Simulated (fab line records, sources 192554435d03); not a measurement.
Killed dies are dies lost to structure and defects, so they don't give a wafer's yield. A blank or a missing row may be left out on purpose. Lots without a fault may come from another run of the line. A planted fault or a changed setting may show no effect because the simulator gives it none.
Split-lot experiment | flow n5_finfet | 7 lots, 21 wafers read, on a route of 1938 steps

THE SPLIT
At N5_BEOL_M3_COAT_73 (time 60 s, resist thk 5 nm), the setting spin_rpm was moved away from the recipe's 1500 rpm on 6 of the 21 wafers read, by -4.5% to +8.5%. The other wafers ran this setting at the recipe's value.

FROM THE SPLIT TO THE READING: what the file shows between them, 7 steps
- N5_BEOL_M3_COAT_05: resist thk 30 nm (also split here: spin_rpm)
- N5_BEOL_M3_EBR_07
- N5_BEOL_M3_SOFTBAKE_06: time 60 s
- N5_BEOL_M3_EXPOSE_08: exposes mask M3
- N5_BEOL_M3_PEB_09: peb time 60 s
- N5_BEOL_M3_DEVELOP_10: develop time 30 s
- N5_BEOL_M3_DESCUM_16: chemistry O2, time 7 s

THE READING
etch.depth_nm (the simulator's own value, which no gauge read), in nm, at N5_BEOL_M3_ETCH_74 (etches underlayer in N2/H2, target depth 6.5 nm, time 5.2 s). The file gives no usual value for it. The 15 wafers here that ran the recipe average 4.997 nm, standard deviation 0.018 nm.

wafer  | tool, chamber at the split | spin_rpm as run, rpm | against the recipe | etch.depth_nm, nm | against lot-mates on the recipe
L075.3 | litho_track-05, 0          | 1432                 | -4.5%              | 5.128             | +0.113
L075.4 | litho_track-05, 0          | 1500                 | recipe             | 5.012             | -
L075.5 | litho_track-05, 0          | 1500                 | recipe             | 5.018             | -
L080.2 | litho_track-02, 0          | 1500                 | recipe             | 4.981             | -
L080.4 | litho_track-02, 0          | 1500                 | recipe             | 4.997             | -
L080.5 | litho_track-02, 0          | 1500                 | recipe             | 4.996             | -
L082.1 | litho_track-05, 0          | 1627                 | +8.5%              | 4.787             | -0.187
L082.3 | litho_track-05, 0          | 1500                 | recipe             | 4.974             | -
L082.4 | litho_track-05, 0          | 1627                 | +8.5%              | 4.777             | -0.197
L086.4 | litho_track-05, 0          | 1612                 | +7.5%              | 4.815             | no lot-mate on the recipe
L086.5 | litho_track-05, 0          | 1612                 | +7.5%              | 4.813             | no lot-mate on the recipe
L086.6 | litho_track-05, 0          | 1612                 | +7.5%              | 4.808             | no lot-mate on the recipe
L096.3 | litho_track-05, 0          | 1500                 | recipe             | 5.003             | -
L096.4 | litho_track-05, 0          | 1500                 | recipe             | 4.989             | -
L096.5 | litho_track-05, 0          | 1500                 | recipe             | 5.004             | -
L092.2 | litho_track-02, 0          | 1500                 | recipe             | 5.019             | -
L092.4 | litho_track-02, 0          | 1500                 | recipe             | 5.024             | -
L092.5 | litho_track-02, 0          | 1500                 | recipe             | 5.016             | -
L097.1 | litho_track-05, 0          | 1500                 | recipe             | 4.979             | -
L097.3 | litho_track-05, 0          | 1500                 | recipe             | 4.961             | -
L097.5 | litho_track-05, 0          | 1500                 | recipe             | 4.981             | -

THE FIT
A straight line over all 21 wafers: etch.depth_nm changes by -0.0255 nm for each +1% of spin_rpm; r = -0.99; the points scatter about the line by 0.017 nm.
The same after taking each lot's own level away (the mean of its wafers on the recipe; 18 wafers): -0.023 nm for each +1%; r = -1.00; scatter 0.0067 nm.
On that fit, the largest move of spin_rpm shifts the reading by 0.19 nm.
The lots' own levels span 4.9737 to 5.0197 nm, that is 2.5 times the standard deviation above.
So the lot-to-lot level changes the slope: the two fits differ.
Check: with one of the wafers moved furthest among these (+8.5%) left out of the fit, the line predicts -0.2 nm for it against its lot-mates. It came out at -0.187 nm against them.

OTHER SPLITS ON THESE WAFERS
These wafers also went through other splits before the reading. Each is held against what the fit with the lots' levels taken away leaves over:
other split on the same wafers    | wafers away from the commonest value | r with etch.depth_nm (lot level and that fit taken away)
N5_BEOL_M0_SAQP_EXPOSE_37 dose_mj | 8                                    | +0.07
N5_BEOL_M1_COAT_73 spin_rpm       | 7                                    | +0.49
N5_BEOL_M1_ETCH_64 source_w       | 6                                    | +0.02
N5_BEOL_M3_COAT_05 spin_rpm       | 6                                    | -0.24

THE FILE'S OWN FIT
etch.depth_nm changes by -0.0232 nm for each +1% of spin_rpm, r = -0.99.
